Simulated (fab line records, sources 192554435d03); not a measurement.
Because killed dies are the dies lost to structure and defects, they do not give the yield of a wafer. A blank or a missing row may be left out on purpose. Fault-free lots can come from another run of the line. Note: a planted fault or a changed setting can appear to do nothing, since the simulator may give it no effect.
Which tool is to blame? ; flow n5 finfet ; 7 lots, 19 wafers sampled, at 8 steps of a route of 1938

## WHAT EACH GAUGE READ, for each wafer
N5_BEOL_M6_OCD_MEAS_38. Usual: 94.4 nm for trench depth nm, sd 1.3.
lot;measured;on;trench depth nm (nm);flag
L727;day 8 16:44;ocd-02;94.6 95.0 93.4;
L733;day 10 04:39;ocd-02;109.1 108.9;OFF
L738;day 11 17:38;ocd-02;107.9 95.6;OFF
L740;day 11 18:14;ocd-02;93.2 94.0 94.1;
L745;day 13 06:10;ocd-01;95.8 95.8 95.6;
L747;day 14 01:52;ocd-02;93.2 93.1 93.8;
L749;day 14 15:50;ocd-02;93.1 93.2 93.1;

N5_BEOL_M6_CD_MEAS_35: target cd 40 nm, target cd y 28 nm. Usual: 39.9 nm for cd nm, sd 0.42.
lot;measured;on;cd nm (nm);flag
L727;day 8 16:54;cd sem-03;40.2 40.2 40.1;
L733;day 10 04:48;cd sem-02;40.7 39.7;
L738;day 11 17:47;cd sem-01;40.5 40.1;
L740;day 11 18:24;cd sem-03;39.8 40.4 39.9;
L745;day 13 06:19;cd sem-02;40.2 39.2 39.6;
L747;day 14 02:07;cd sem-03;40.3 39.5 40.0;
L749;day 14 16:05;cd sem-01;39.6 40.0 40.3;

N5_BEOL_M6_THK_MEAS_53: measures by xrf. Usual: M6_THK 79.8 nm, standard deviation 1.6.
lot;measured;on;M6_THK (nm);flag
L727;day 8 19:46;film metro-02;82.1 80.3 79.5;
L733;day 10 06:59;film metro-02;94.5 93.5;OFF
L738;day 11 21:23;film metro-02;94.8 81.5;OFF
L740;day 11 22:21;film metro-02;76.3 78.0 80.0;
L745;day 13 09:44;film metro-02;82.3 81.8 82.2;
L747;day 14 04:34;film metro-02;78.8 79.4 79.0;
L749;day 14 19:52;film metro-02;78.6 78.7 80.0;

N5_BEOL_M6_RS_MEAS_57: a four-point-probe measurement. Usual: M6_RS 0.285 ohm/sq, standard deviation 0.0066.
lot;measured;on;M6_RS (ohm/sq);flag
L727;day 8 19:54;film metro-02;0.278 0.284 0.289;
L733;day 10 07:09;film metro-02;0.236 0.239;OFF
L738;day 11 21:31;film metro-01;0.235 0.279;OFF
L740;day 11 22:29;film metro-01;0.299 0.292 0.282;
L745;day 13 09:54;film metro-01;0.275 0.275 0.275;
L747;day 14 04:42;film metro-02;0.289 0.285 0.287;
L749;day 14 19:59;film metro-02;0.287 0.288 0.284;

N5_BEOL_M15_RC_MEAS_101. Usual: COMB_M10 1.44e-11 S/m, standard deviation 2.9e-12; COMB_M11 1.4e-11 S/m, standard deviation 3.2e-12; COMB_M12 6.1e-12 S/m, standard deviation 1.3e-12; COMB_M13 4.4e-12 S/m, standard deviation 8.4e-13; COMB_M14 3.4e-12 S/m, standard deviation 7.7e-13; COMB_M15 2.2e-12 S/m, standard deviation 5.4e-13; COMB_M5 3.6e-11 S/m, standard deviation 6.7e-12; COMB_M7 2.6e-11 S/m, standard deviation 4.8e-12; COMB_M8 2.4e-11 S/m, standard deviation 4.6e-12; COMB_M9 1.4e-11 S/m, standard deviation 3.1e-12; SERP_M10 3.07 ohm/um, standard deviation 0.072; SERP_M10_max_site 3.16 ohm/um, standard deviation 0.076; SERP_M11 3.11 ohm/um, standard deviation 0.069; SERP_M12 0.641 ohm/um, standard deviation 0.013; SERP_M13 0.311 ohm/um, standard deviation 0.0055; SERP_M13_max_site 0.314 ohm/um, standard deviation 0.0056; SERP_M14 0.162 ohm/um, standard deviation 0.0031; SERP_M5 39.3 ohm/um, standard deviation 1.4; SERP_M6 13.7 ohm/um, standard deviation 0.4; SERP_M6_max_site 14.3 ohm/um, standard deviation 0.42; SERP_M7 14.0 ohm/um, standard deviation 0.44; SERP_M8 13.9 ohm/um, standard deviation 0.45; SERP_M9 3.09 ohm/um, standard deviation 0.064.
lot;measured;on;COMB_M10 (S/m);COMB_M11 (S/m);COMB_M12 (S/m);COMB_M13 (S/m);COMB_M14 (S/m);COMB_M15 (S/m);COMB_M5 (S/m);COMB_M7 (S/m);COMB_M8 (S/m);COMB_M9 (S/m);SERP_M10 (ohm/um);SERP_M10_max_site (ohm/um);SERP_M11 (ohm/um);SERP_M12 (ohm/um);SERP_M13 (ohm/um);SERP_M13_max_site (ohm/um);SERP_M14 (ohm/um);SERP_M5 (ohm/um);SERP_M6 (ohm/um);SERP_M6_max_site (ohm/um);SERP_M7 (ohm/um);SERP_M8 (ohm/um);SERP_M9 (ohm/um);flag
L727;day 12 03:47;prober-01;1.17e-11 1.32e-11 1.06e-11;1.5e-11 1.3e-11 1.4e-11;5.7e-12 7.1e-12 5.7e-12;3.7e-12 4.9e-12 4.9e-12;3.7e-12 3.3e-12 3.5e-12;1.5e-12 1.3e-12 1.1e-12;5e-11 5.6e-11 5.1e-11;2.2e-11 2.1e-11 2.4e-11;3.6e-11 2.3e-11 2e-11;1.1e-11 1.7e-11 1.3e-11;3.14 3.28 3.09;3.19 3.39 3.13;3.15 3.11 3.15;0.662 0.640 0.679;0.312 0.310 0.308;0.314 0.315 0.310;0.158 0.162 0.162;40.2 40.1 41.1;13.2 13.6 13.5;14.0 14.5 13.7;14.1 14.6 14.6;14.2 13.4 13.6;3.05 3.04 2.96;
L733;day 13 07:04;prober-01;1.58e-11 1.54e-11;1.6e-11 1.7e-11;5.2e-12 4.6e-12;5.5e-12 4.8e-12;3.6e-12 3.5e-12;2e-12 2.7e-12;3.2e-11 4.2e-11;1.9e-11 2.2e-11;2.5e-11 3.2e-11;1.4e-11 1e-11;3.01 2.99;3.08 3.28;3.20 3.07;0.664 0.645;0.309 0.315;0.310 0.319;0.160 0.159;39.4 39.9;11.4 11.8;11.6 12.4;14.4 14.2;13.9 13.9;3.05 3.13;OFF
L738;day 14 23:02;prober-01;1.93e-11 1.48e-11;1.4e-11 1.4e-11;4.8e-12 6e-12;4.1e-12 3.7e-12;4.5e-12 4.4e-12;2.4e-12 2.7e-12;5.2e-11 3.2e-11;2.8e-11 2.1e-11;2.8e-11 2.2e-11;1.3e-11 1.2e-11;3.02 3.09;3.08 3.17;3.12 2.98;0.649 0.629;0.311 0.318;0.316 0.321;0.159 0.161;35.9 38.6;11.3 13.4;11.9 13.7;13.5 14.3;14.4 14.3;3.19 3.19;OFF
L740;day 15 03:24;prober-01;1.63e-11 1.61e-11 1.58e-11;1.3e-11 1.6e-11 1.4e-11;7.7e-12 5.1e-12 5e-12;5.6e-12 4.8e-12 4.6e-12;2.9e-12 3.7e-12 2.8e-12;1.9e-12 1.6e-12 1.3e-12;5.6e-11 4.3e-11 2.5e-11;2.7e-11 3.4e-11 3.2e-11;3.5e-11 2.5e-11 2.6e-11;1.3e-11 1.5e-11 9e-12;3.20 3.04 3.20;3.26 3.23 3.26;3.15 3.04 3.10;0.638 0.638 0.619;0.318 0.320 0.307;0.323 0.322 0.310;0.163 0.164 0.163;39.2 39.5 40.9;14.6 13.5 13.2;15.3 14.5 13.9;14.3 13.6 14.7;14.7 14.2 14.4;3.19 3.14 3.11;
L745;day 16 09:05;prober-01;1.66e-11 1.59e-11 1.49e-11;1.7e-11 2.2e-11 1.3e-11;4.4e-12 7.8e-12 5.7e-12;4.2e-12 5.3e-12 5.2e-12;3.7e-12 2.2e-12 3.7e-12;2.1e-12 2.1e-12 1.9e-12;3.2e-11 3.2e-11 3.2e-11;1.7e-11 2e-11 2.2e-11;2.4e-11 2.5e-11 2.9e-11;1.5e-11 2.2e-11 1.7e-11;3.01 3.10 3.00;3.14 3.11 3.10;3.12 3.03 3.14;0.644 0.642 0.643;0.320 0.310 0.308;0.323 0.313 0.310;0.162 0.159 0.166;39.8 37.2 37.6;13.3 13.3 13.2;13.9 13.8 14.6;13.8 14.1 14.3;13.8 13.6 14.0;3.12 2.98 3.06;
L747;day 16 17:22;prober-02;1.26e-11 1.33e-11 1.46e-11;1.6e-11 1.7e-11 1.2e-11;7e-12 7.5e-12 7.3e-12;3.7e-12 4.1e-12 4.9e-12;2.2e-12 2.7e-12 3.2e-12;3.3e-12 2.5e-12 3.1e-12;3.1e-11 4.2e-11 3.5e-11;3.7e-11 2.8e-11 2.5e-11;2.2e-11 2.1e-11 2.7e-11;1.3e-11 1.5e-11 1.4e-11;3.12 3.12 3.09;3.22 3.26 3.14;3.21 3.11 3.19;0.632 0.631 0.628;0.310 0.311 0.310;0.312 0.313 0.312;0.163 0.161 0.161;38.9 38.9 37.8;13.7 13.8 13.5;14.4 14.2 14.4;14.0 14.2 13.8;13.5 13.6 13.9;3.08 2.96 3.02;
L749;day 17 21:16;prober-01;1.45e-11 1.56e-11 2.14e-11;9e-12 1.2e-11 1.6e-11;5.1e-12 7.3e-12 5.7e-12;4.1e-12 5e-12 3.2e-12;2.2e-12 2.5e-12 2.8e-12;2.6e-12 1.1e-12 2.3e-12;2.6e-11 2.5e-11 4e-11;2.8e-11 2.5e-11 3.5e-11;2.7e-11 2.6e-11 1.8e-11;9e-12 1.2e-11 1.4e-11;3.00 3.08 3.06;3.10 3.15 3.14;2.99 3.12 3.16;0.640 0.641 0.642;0.302 0.315 0.316;0.306 0.318 0.318;0.160 0.158 0.161;39.2 39.7 40.5;14.1 14.2 13.7;14.6 14.5 14.1;14.6 13.5 14.1;13.5 13.4 13.7;3.18 3.04 3.00;

## WHICH TOOL RAN EACH LOT (tool, then ch and the chambers of the sampled wafers, then the start)
lot;N5_BEOL_M6_STRIP_36;N5_BEOL_M6_TRENCH_ETCH_37;N5_BEOL_M6_CURE_75
L727;rie diel-01 ch 1,2, day 8 16:32;rie diel-01 ch 1,2, day 8 16:35;uv cure-02 ch 2, day 8 17:13
L733;rie diel-01 ch 1, day 10 04:27;rie diel-01 ch 1, day 10 04:29;uv cure-03 ch 0, day 10 04:56
L738;rie diel-01 ch 1,3, day 11 17:25;rie diel-01 ch 1,3, day 11 17:28;uv cure-01 ch 0, day 11 17:55
L740;rie diel-03 ch 0,2,3, day 11 18:03;rie diel-03 ch 0,2,3, day 11 18:05;uv cure-02 ch 0, day 11 18:26
L745;rie diel-04 ch 0,3, day 13 05:58;rie diel-04 ch 0,3, day 13 06:01;uv cure-03 ch 2, day 13 06:27
L747;rie diel-01 ch 0,1, day 14 01:41;rie diel-01 ch 0,1, day 14 01:43;uv cure-02 ch 1, day 14 02:10
L749;rie diel-01 ch 0,2, day 14 15:38;rie diel-01 ch 0,2, day 14 15:40;uv cure-03 ch 0, day 14 16:10
- N5_BEOL_M6_STRIP_36: strips in N2/H2.
- N5_BEOL_M6_TRENCH_ETCH_37: etches SiCOH lowk in C4F6/O2, target depth 94.435 nm, time 31.5 s.
- N5_BEOL_M6_CURE_75: cures SiCOH lowk, time 120 s.

## AS READ BY THE TOOLS THEMSELVES (means over the sampled wafers that have a number; for cases with no such wafer, the mark the record gives instead)
N5_BEOL_M6_STRIP_36. Usual: for drypump motor current A, 5.9 A with a standard deviation of 0.39; for n2 flow sccm, 200.0 sccm with a standard deviation of 0.53; for oes product au, 0.79 a.u. with a standard deviation of 0.09; for rf vpp V, 59.0 V with a standard deviation of 1.4; for showerhead plenum p Torr, 2.53 Torr with a standard deviation of 0.076; for temp c, 40.00 C with a standard deviation of 0.11; for throttle valve pct, 23.6 % with a standard deviation of 0.34.
lot;tool;drypump motor current A (A);n2 flow sccm (sccm);oes product au (a.u.);rf vpp V (V);showerhead plenum p Torr (Torr);temp c (C);throttle valve pct (%);flag
L727;rie diel-01;6.3;200.0;0.79;59.0;2.54;40.04;24.0;
L733;rie diel-01;6.0;200.6;0.82;58.3;2.56;40.05;23.8;
L738;rie diel-01;6.2;199.9;0.86;61.1;2.62;40.08;23.6;
L740;rie diel-03;5.8;200.0;0.85;58.8;2.54;39.79;23.4;
L745;rie diel-04;6.0;200.2;0.76;59.7;2.44;40.11;23.4;
L747;rie diel-01;5.8;200.6;0.74;58.5;2.52;40.03;23.5;
L749;rie diel-01;6.0;199.9;0.71;58.9;2.51;40.00;23.6;

N5_BEOL_M6_TRENCH_ETCH_37. Usual: for drypump motor current A, 5.9 A with a standard deviation of 0.39; for mfc ar sccm, 299.9 sccm with a standard deviation of 0.87; for oes product au, 0.79 a.u. with a standard deviation of 0.089; for rf vpp V, 670 V with a standard deviation of 5.8; for run length s, 54.6 s with a standard deviation of 0.39; for showerhead plenum p Torr, 2.84 Torr with a standard deviation of 0.08; for throttle valve pct, 20.91 % with a standard deviation of 0.28.
lot;tool;drypump motor current A (A);mfc ar sccm (sccm);oes product au (a.u.);rf vpp V (V);run length s (s);showerhead plenum p Torr (Torr);throttle valve pct (%);flag
L727;rie diel-01;6.3;299.1;0.78;671;54.4;2.86;21.28;
L733;rie diel-01;6.0;299.5;0.82;675;58.8;2.87;21.02;OFF
L738;rie diel-01;6.2;299.9;0.85;676;57.5;2.94;20.84;OFF
L740;rie diel-03;5.8;299.1;0.84;669;54.6;2.85;20.77;
L745;rie diel-04;6.0;300.0;0.76;669;54.6;2.74;20.84;
L747;rie diel-01;5.8;299.1;0.73;668;54.3;2.84;20.86;
L749;rie diel-01;5.9;300.4;0.71;667;54.7;2.82;21.00;

N5_BEOL_M6_CURE_75. Usual: lamp power pct 52.32 %, standard deviation 0.055; wafer_temp_C_max 371.4, standard deviation 0.32.
lot;tool;lamp power pct (%);wafer_temp_C_max;flag
L727;uv cure-02;52.37;371.6;
L733;uv cure-03;52.31;371.3;
L738;uv cure-01;52.37;371.6;
L740;uv cure-02;52.28;371.0;
L745;uv cure-03;52.38;371.5;
L747;uv cure-02;52.32;371.6;
L749;uv cure-03;52.33;371.5;

## THE ANSWER, worked out from the rows above alone
Rule: take the mean of a lot's wafers that have a number; if it is more than 3 standard deviations from the usual mean, the lot is off. Also off: a lot with no number at a reading for which 4 or more lots have one. All remaining lots with rows at the step are treated as sound. After the gauges, taken in route order, come the tools' own readings; for these a lot's mean is taken, as printed above. The first step at which some lot is off is used, and at that step the reading that is off furthest; a lot without a number counts as furthest.
Off at N5_BEOL_M6_OCD_MEAS_38 (trench depth nm): L733, L738.
If a tool, at a process step before that reading, ran all the lots that are off and no sound lot after the first of them, it fits. Not tried: the gauges at N5_BEOL_M6_OCD_MEAS_38; whatever is off there is also off at N5_BEOL_M6_THK_MEAS_53, on other tools, and gauge error can't account for it. None of those tried fits.

## WHAT THE SIMULATOR PUT IN
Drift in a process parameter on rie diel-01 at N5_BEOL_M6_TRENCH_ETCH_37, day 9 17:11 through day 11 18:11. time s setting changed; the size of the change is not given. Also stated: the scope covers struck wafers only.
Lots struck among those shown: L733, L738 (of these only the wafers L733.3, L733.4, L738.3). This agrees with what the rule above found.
